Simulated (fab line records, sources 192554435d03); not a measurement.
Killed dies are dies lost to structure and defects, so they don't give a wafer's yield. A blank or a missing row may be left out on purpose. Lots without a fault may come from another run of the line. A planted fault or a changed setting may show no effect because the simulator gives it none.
fab line records | flow n5_finfet
record lots=12 wafers=31 last_day=17
route steps=1938 shown MIM_BOT@1833 MIM_TOP@1838 TV_LITHO@1886 PASSIVATION@1916
lots that met no fault: from a run of the same line without faults
start_h: hours from the record's first day to the start of the lot's first wafer shown | wait_h: hours since the lot's step before | " the same as in the row above | L1.1+2: a row that stands for several wafers | - no value, or no start given | * or withheld: withheld | < > ~ a bound
route shown NAME@n: a module of which the file shows steps, and the number in the route of the first | usual: mean/standard deviation of fault-free wafers | same: alike in all rows | chamber/n: place in a boat | sites: the reading at each site | _std_site: their standard deviation | _edge_site: outer sites' mean less inner sites' | radius_mm: how far each site lies from the wafer's centre | mask NAME#n: copy n | behind: the tool/chamber that last shaped the wafer | hold: why the lot was held/for how many hours/how that ended | device: the transistor (n, p or np) that didn't switch | end of line: the same wafers' tests at the end of the route | a step without rows: its recipe alone | killed: dies lost to structure and defects at the first sort, not the wafer's yield | map: a wafer's dies, x killed, . not, _ none there
set.NAME: the setting as run; set.NAME@STEP: as run at that earlier step | model.NAME: the simulator's own value behind a step, which no gauge read
steps of the route over a sample of lots; a table a step, a row a wafer
services: from which hour (start_h, from the record's first day; less than 0 if before it) a tool's chamber was out of use, for how many hours, and why
## steps
# step N5_MIM_BOT_SPUTTER_00
# recipe material=TiN target_thk_a=350 temp_c=200 power_w=3000 chamber_pressure_pa=0.49996 gas=Ar reactive_partial_pa=0.37997 time_s=89.7
# usual chamber_pressure_pa=0.4999/0.00094 susceptor_temp_C=200.02/0.15 throttle_valve_pct=29.7/1
# columns lot.wafer tool chamber start_h wait_h chamber_pressure_pa susceptor_temp_C throttle_valve_pct
L827.1 pvd_sputter-03 - 281.96 0.0 0.4995 200.39 30.7
L827.6 " - " " 0.5000 200.09 29.8
L831.1 pvd_sputter-02 - 288.41 0.0 0.5021 200.03 30.2
L831.3 " - " " 0.4998 199.75 28.8
L829.1 pvd_sputter-03 - 292.80 0.0 0.4994 200.42 28.5
L829.6 " - " " 0.5000 199.98 30.7
L830.1 pvd_sputter-03 - 292.92 0.0 0.4986 199.91 30.3
L830.6 " - " " 0.5012 199.88 30.7
L835.2 pvd_sputter-02 - 328.78 0.0 0.5008 200.06 28.5
L835.3 " - " " 0.4999 200.14 29.6
L835.4 " - " " 0.4987 200.15 29.0
L840.1 pvd_sputter-03 - 339.39 0.0 0.4996 200.15 28.5
L840.2 " - " " 0.5016 200.07 29.8
L840.5 " - " " 0.4993 200.26 30.0
L841.1 pvd_sputter-01 - 360.13 0.0 0.4999 199.98 31.0
L841.4 " - " " 0.4982 199.74 29.0
L841.6 " - " " 0.5005 199.82 30.8
L842.1 pvd_sputter-03 - 364.62 0.0 0.5015 199.75 30.9
L842.2 " - " " 0.4992 199.96 28.8
L842.3 " - " " 0.4992 200.05 30.2
L843.1 pvd_sputter-01 - 376.45 0.0 0.4993 199.89 27.6
L843.6 " - " " 0.4992 200.06 30.9
L846.1 pvd_sputter-03 - 387.13 0.0 0.4995 200.23 29.9
L846.2 " - " " 0.5002 200.11 28.7
L846.5 " - " " 0.5009 200.05 30.9
L845.3 pvd_sputter-01 - 393.40 0.0 0.5006 200.09 27.5
L845.4 " - " " 0.4986 199.86 31.4
L845.5 " - " " 0.4972 199.93 29.2
L848.1 pvd_sputter-01 - 393.62 0.0 0.4989 200.02 29.0
L848.2 " - " " 0.5001 199.82 31.1
L848.6 " - " " 0.4993 200.14 29.0
# step N5_MIM_TOP_SPUTTER_03
# recipe material=TiN target_thk_a=350 temp_c=200 power_w=3000 chamber_pressure_pa=0.49996 gas=Ar reactive_partial_pa=0.37997 time_s=89.7
# usual chamber_pressure_pa=0.5000/0.00096 susceptor_temp_C=200.01/0.15 throttle_valve_pct=29.6/0.96
# columns lot.wafer tool chamber start_h wait_h chamber_pressure_pa susceptor_temp_C throttle_valve_pct
L827.1 pvd_sputter-01 - 282.68 0.0 0.5016 200.13 27.8
L827.6 " - " " 0.4991 199.89 29.5
L831.1 pvd_sputter-03 - 289.16 0.0 0.4999 200.15 30.9
L831.3 " - " " 0.4999 199.94 30.0
L829.1 pvd_sputter-02 - 293.75 0.0 0.4985 200.07 29.4
L829.6 " - " " 0.5001 200.02 29.1
L830.1 pvd_sputter-02 - 293.91 0.0 0.4998 200.22 30.4
L830.6 " - " " 0.5004 199.95 29.5
L835.2 pvd_sputter-02 - 329.74 0.0 0.4987 200.01 28.7
L835.3 " - " " 0.4983 199.85 29.5
L835.4 " - " " 0.5007 199.90 28.9
L840.1 pvd_sputter-02 - 340.96 0.0 0.5004 200.12 29.1
L840.2 " - " " 0.5006 199.70 29.8
L840.5 " - " " 0.5001 200.05 28.6
L841.1 pvd_sputter-02 - 361.65 0.0 0.5001 199.76 29.9
L841.4 " - " " 0.4994 200.25 29.0
L841.6 " - " " 0.4994 199.78 29.5
L842.1 pvd_sputter-01 - 365.81 0.0 0.5001 199.80 30.8
L842.2 " - " " 0.5012 199.96 28.0
L842.3 " - " " 0.4991 200.08 31.6
L843.1 pvd_sputter-02 - 377.17 0.0 0.5004 200.01 28.7
L843.6 " - " " 0.4998 200.10 29.3
L846.1 pvd_sputter-02 - 387.79 0.0 0.5006 199.93 28.9
L846.2 " - " " 0.5001 200.26 29.5
L846.5 " - " " 0.5006 199.95 28.9
L845.3 pvd_sputter-02 - 394.86 0.0 0.4991 199.86 29.0
L845.4 " - " " 0.4995 199.81 28.5
L845.5 " - " " 0.5008 199.87 28.7
L848.1 pvd_sputter-01 - 394.86 0.0 0.4995 199.93 30.8
L848.2 " - " " 0.4998 199.90 31.1
L848.6 " - " " 0.4994 200.03 31.4
# step N5_PASSIVATION_DESCUM_12
# recipe chemistry=O2 time_s=7.9 source_power_w=50 bias_power_w=20 pressure_mtorr=20 rf_frequency_hz=2.712e+07 temp_c=40 o2_flow_sccm=225
# usual drypump_motor_current_A=5.6/0.42 oes_product_au=0.78/0.094 rf_vpp_V=243.0/1.4 showerhead_plenum_p_Torr=2.07/0.082 throttle_valve_pct=20.55/0.23
# columns lot.wafer tool chamber start_h wait_h drypump_motor_current_A oes_product_au rf_hours_counter_h rf_vpp_V showerhead_plenum_p_Torr throttle_valve_pct
L827.1 rie_diel-01 3 287.66 0.0 6.0 0.70 232 241.1 1.99 21.17
L827.6 " 0 " " 6.4 0.70 - 243.8 2.08 20.38
L831.1 rie_diel-03 3 292.18 0.0 5.2 0.72 187 241.2 1.99 20.59
L831.3 " 0 " " 5.4 0.70 226 243.5 2.18 20.89
L829.1 rie_diel-03 2 296.49 0.0 5.9 0.91 37 242.7 2.05 20.64
L829.6 " 0 " " 5.4 0.70 - 245.9 2.17 20.89
L830.1 rie_diel-03 1 297.01 0.2 5.1 0.96 10 243.4 2.04 20.49
L830.6 " 0 " " 5.4 0.70 - 244.4 2.17 20.89
L835.2 rie_diel-01 0 333.08 0.0 6.4 0.69 222 241.9 2.08 20.42
L835.3 " 2 " " 6.1 0.71 203 243.0 2.16 20.22
L835.4 " 3 " " 6.1 0.68 246 241.5 1.99 21.17
L840.1 rie_diel-01 0 343.77 0.1 6.4 0.69 225 241.5 2.08 20.43
L840.2 " 2 " " 6.1 0.71 207 244.7 2.16 20.22
L840.5 " 1 " " 5.3 0.73 - 243.0 1.96 20.52
L841.1 rie_diel-01 3 364.70 0.2 6.1 0.98 1 247.2 2.25 20.82
L841.4 " 0 " " 6.4 0.68 234 242.3 2.08 20.43
L841.6 " 2 " " 6.1 0.70 - 244.5 2.16 20.24
L842.1 rie_diel-03 2 371.17 1.0 5.9 0.86 58 243.6 2.04 20.69
L842.2 " 1 " " 5.1 0.88 35 243.5 2.03 20.55
L842.3 " 3 " " 5.2 0.70 214 240.7 1.98 20.63
L843.1 rie_diel-02 1 381.95 0.0 5.6 0.72 202 241.1 1.99 20.82
L843.6 " 0 " " 5.6 0.85 - 244.0 2.13 20.20
L846.1 rie_diel-03 3 392.92 0.0 5.2 0.69 220 241.0 1.98 20.64
L846.2 " 2 " " 5.8 0.87 64 241.7 2.04 20.66
L846.5 " 3 " " 5.2 0.69 - 241.6 1.98 20.64
L848.1 rie_diel-03 1 398.25 0.0 5.1 0.88 43 241.1 2.03 20.54
L848.2 " 3 " " 5.2 0.70 222 241.1 1.97 20.65
L848.6 " 2 " " 5.9 0.86 - 241.6 2.04 20.68
L845.3 rie_diel-02 0 400.73 0.0 5.6 0.83 59 242.9 2.13 20.20
L845.4 " 2 " " 5.8 0.71 198 242.4 2.07 20.45
L845.5 " 0 " " 5.6 0.84 - 242.4 2.13 20.20
# step N5_PASSIVATION_PECVD_35
# recipe material=SiNx target_thk_a=7000 temp_c=400 precursor=SiH4/NH3/N2 pressure_torr=4.9 rf_w=1406 time_s=151.3
# usual heater_power_w=361/69 showerhead_plenum_p_Torr=8.63/0.042 susceptor_temp_C=400.00/0.21 throttle_valve_pct=27.9/1.7
# columns lot.wafer tool chamber start_h wait_h heater_power_w showerhead_plenum_p_Torr since_wet_clean_h susceptor_temp_C throttle_valve_pct
L827.1 pecvd-04 1 290.58 0.1 359 8.56 2082 399.78 29.4
L827.6 " 2 " " 410 8.60 - 400.10 28.7
L831.1 pecvd-03 2 295.02 0.1 379 8.65 245 399.72 26.0
L831.3 " 0 " " 438 8.69 - 399.97 29.2
L829.1 pecvd-04 1 299.26 0.1 335 8.56 2091 400.15 29.1
L829.6 " 1 " " 359 8.59 - 400.20 29.2
L830.1 pecvd-02 1 301.11 0.1 335 8.66 1549 399.75 27.6
L830.6 " 2 " " 515 8.61 - 399.89 24.7
L835.2 pecvd-03 1 336.64 0.1 336 8.62 1766 400.05 31.3
L835.3 " 2 " " 389 8.65 287 400.12 26.0
L835.4 " 2 " " 413 8.66 - 400.02 26.2
L840.1 pecvd-02 1 346.62 0.1 292 8.63 1594 400.04 27.7
L840.2 " 0 " " 287 8.60 869 399.99 27.3
L840.5 " 0 " " 337 8.59 - 399.83 27.1
L841.1 pecvd-02 0 367.86 0.1 339 8.58 891 400.14 27.0
L841.4 " 2 " " 514 8.61 - 400.29 25.2
L841.6 " 0 " " 358 8.58 - 400.17 27.1
L842.1 pecvd-02 2 375.94 0.1 507 8.58 145 400.27 25.3
L842.2 " 0 " " 346 8.59 899 400.06 27.2
L842.3 " 1 " " 284 8.65 1624 399.89 27.4
L843.1 pecvd-02 1 385.44 0.1 302 8.64 1633 400.10 27.4
L843.6 " 2 " " 493 8.60 - 399.78 25.3
L846.1 pecvd-03 1 396.22 0.1 333 8.61 1825 399.87 31.5
L846.2 " 2 " " 340 8.66 346 400.27 26.3
L846.5 " 2 " " 372 8.65 - 400.06 26.2
L848.1 pecvd-02 0 402.46 0.1 338 8.59 925 400.04 27.5
L848.2 " 2 " " 400 8.60 171 399.73 25.0
L848.6 " 2 " " 449 8.65 - 399.87 25.0
L845.3 pecvd-03 0 403.65 0.1 419 8.71 1108 399.53 28.8
L845.4 " 1 " " 339 8.62 - 400.25 31.3
L845.5 " 2 " " 369 8.64 - 399.90 26.1
# step N5_PASSIVATION_PROBE_49
# usual defect_limited_yield=91.3/1.4 killed_at_M0_to_M3=33/9.9 killed_at_M4_up=15/5.6 killed_at_contacts=13/5.7 killed_at_front_end=38/12 killed_at_other=4/3.1 killed_dies=103/17 killed_open=66/13 killed_short=32/7.8 sort_bin_5_function=5.1/0.95 sort_bin_6_memory=3.2/0.68 sort_n_pass=1077/17 sort_yield_pct=91.3/1.5
# same gross_dies=1180 killed_at_back_side=0 sort_bin_4_leakage[%]=0 sort_bin_8_speed[%]=0
# columns lot.wafer tool chamber start_h wait_h defect_limited_yield[%] killed_at_M0_to_M3 killed_at_M4_up killed_at_contacts killed_at_front_end killed_at_other killed_dies killed_open killed_short sort_bin_5_function[%] sort_bin_6_memory[%] sort_n_pass sort_yield_pct[%]
L835.2 prober-01 - 340.37 0.1 87.0 35 10 10 24 74 153 53 26 8.1 4.1 1027 87.0
L835.3 prober-01 - 340.42 0.1 81.9 45 15 12 28 113 213 60 42 10.3 5.5 967 81.9
L835.4 prober-01 - 340.47 0.2 85.8 46 15 13 39 54 167 66 40 8.3 4.7 1013 85.8
# killed by level:class
L835.2 MIM_BOT:unspecified=74 MOL_CONTACT_COAG:geometric_particle:open=9 BEOL_M2:geometric_particle:open=7 BEOL_M0:geometric_particle:open=6 BEOL_M4:geometric_particle:open=6 FIN_SAQP:geometric_particle:short=5 BEOL_M0:geometric_particle:short=5 BEOL_M2:geometric_particle:short=4
L835.3 MIM_BOT:unspecified=108 BEOL_M3:geometric_particle:open=10 MOL_CONTACT_COAG:geometric_particle:open=8 BEOL_M0_SAQP:geometric_particle:short=7 BEOL_M2:geometric_particle:open=7 BEOL_M2:geometric_particle:short=7 STI_FIN_REVEAL:geometric_particle:open=6 FIN_SAQP:geometric_particle:short=5
L835.4 MIM_BOT:unspecified=54 FIN_SAQP:geometric_particle:short=19 BEOL_M0_SAQP:geometric_particle:open=11 BEOL_M4:geometric_particle:open=10 BEOL_M0_SAQP:geometric_particle:short=9 FIN_SAQP:geometric_particle:open=8 MOL_CONTACT_COAG:geometric_particle:open=8 BEOL_M2:geometric_particle:open=6
## services
# columns tool chamber start_h hours kind
pecvd-04 0 262.33 5.5 scheduled_down
pecvd-04 - 270.79 3.2 repair
pecvd-03 1 281.86 19.3 repair
rie_diel-02 1 285.26 2.9 repair
pecvd-04 0 286.04 5.0 scheduled_down
rie_diel-02 2 311.15 15.1 repair
rie_diel-03 2 315.58 9.5 repair
rie_diel-01 3 344.62 - clean
rie_diel-01 3 344.62 - consumable_replace:focus_ring
rie_diel-01 3 344.62 - consumable_replace:showerhead
rie_diel-01 3 344.62 16.0 scheduled_down
rie_diel-01 3 344.62 16.0 vent_cycle
rie_diel-01 - 347.50 0.1 repair
rie_diel-02 - 355.65 15.6 pm
rie_diel-03 0 365.55 - clean
rie_diel-03 0 365.55 - consumable_replace:focus_ring
rie_diel-03 0 365.55 18.1 scheduled_down
rie_diel-03 0 365.55 18.1 vent_cycle
pecvd-04 - 368.61 28.1 pm
pvd_sputter-02 - 379.03 2.5 repair
pvd_sputter-01 - 395.83 3.8 repair
pecvd-04 - 396.71 2.8 pm
pvd_sputter-03 - 397.76 2.9 repair
pecvd-04 1 399.70 - clean
## key
first_sign step=N5_PASSIVATION_PROBE_49 reading=killed_at_other direction=up sigmas=25 usual=4 struck=80
effect step=N5_PASSIVATION_PROBE_49 reading=defect_limited_yield direction=down sigmas=4.5 usual=91.3 struck=84.9
more_kills_born_at N5_MIM_BOT_SPUTTER_00@pvd_sputter-02=236
met_at N5_MIM_BOT_SPUTTER_00
struck_lots L835
not_acting_at N5_MIM_TOP_SPUTTER_03,N5_PASSIVATION_DESCUM_12,N5_PASSIVATION_PECVD_35
onset_between 288.41 328.78
earlier_fault kind=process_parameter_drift tool=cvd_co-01 chamber=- onset_h=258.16 steps=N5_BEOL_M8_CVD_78 channel=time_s offset=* shape=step acts_in=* stated=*
fault kind=chamber_particle_source tool=pvd_sputter-02 chamber=- onset_h=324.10 steps=N5_MIM_BOT_SPUTTER_00 rate_per_visit_cm2=0.37683
